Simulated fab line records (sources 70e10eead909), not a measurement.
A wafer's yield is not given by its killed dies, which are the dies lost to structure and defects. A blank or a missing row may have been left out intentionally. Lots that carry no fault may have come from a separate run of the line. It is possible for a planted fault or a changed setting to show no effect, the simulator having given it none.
Chamber matching + flow nand-harc + 4 sister chambers for NHARC_P_ZERO_WELL_DESCUM_13 on rie-diel-01
The step chemistry O2, time 3 s. 8 wafers are shown with their chamber, then 11 later ones without.

## EACH WAFER AND ITS CHAMBER
| wafer  | chamber | showerhead-plenum-p-Torr (Torr) | oes-product-au (a.u.) |
|--------|---------|---------------------------------|-----------------------|
| L082.1 | 0       | 1.96                            | 0.999                 |
| L082.4 | 2       | 1.80                            | 1.004                 |
| L087.2 | 1       | 1.83                            | 0.992                 |
| L087.6 | 1       | 1.83                            | 0.999                 |
| L088.4 | 2       | 1.79                            | 1.001                 |
| L088.5 | 0       | 1.95                            | 1.006                 |
| L088.6 | 3       | 1.77                            | 1.024                 |
| L089.1 | 3       | 1.77                            | 1.008                 |

## WAFERS WITH NO CHAMBER GIVEN
| wafer  | showerhead-plenum-p-Torr (Torr) | oes-product-au (a.u.) |
|--------|---------------------------------|-----------------------|
| L089.3 | 1.95                            | 0.991                 |
| L089.6 | 1.79                            | 0.998                 |
| L091.3 | 1.79                            | 1.000                 |
| L091.4 | 1.77                            | 1.013                 |
| L091.6 | 1.79                            | 1.006                 |
| L094.1 | 2.08                            | 1.006                 |
| L094.2 | 1.82                            | 1.011                 |
| L094.4 | 1.95                            | 0.990                 |
| L095.2 | 1.82                            | 0.997                 |
| L095.3 | 2.08                            | 0.990                 |
| L095.6 | 1.95                            | 0.990                 |

## WHICH CHAMBER EACH WENT THROUGH
| wafer  | from the rows above | in truth                   |
|--------|---------------------|----------------------------|
| L089.3 | 0                   | 0                          |
| L089.6 | 2                   | 2                          |
| L091.3 | 2                   | 2                          |
| L091.4 | 3                   | 3                          |
| L091.6 | 2                   | 2                          |
| L094.1 | 0                   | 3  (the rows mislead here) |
| L094.2 | 1                   | 1                          |
| L094.4 | 0                   | 0                          |
| L095.2 | 1                   | 1                          |
| L095.3 | 0                   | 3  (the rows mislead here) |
| L095.6 | 0                   | 0                          |
Placed correctly: 9 of 11. Not placeable from these rows: 0. Number placed wrongly: 2.
How it was worked out, from the rows above alone: a wafer's distance from a chamber is the root of the sum, over the readings, of the square of ((its reading less the chamber's mean) divided by the reading's scatter). If the next closest chamber is less than 2 further off than the closest, the wafer can't be placed; otherwise it belongs to the closest. A chamber's mean is the mean of its shown wafers. The scatter: take each reading less its chamber's mean, square it, sum over the shown wafers, divide by the number of wafers less the number of chambers, and take the root.
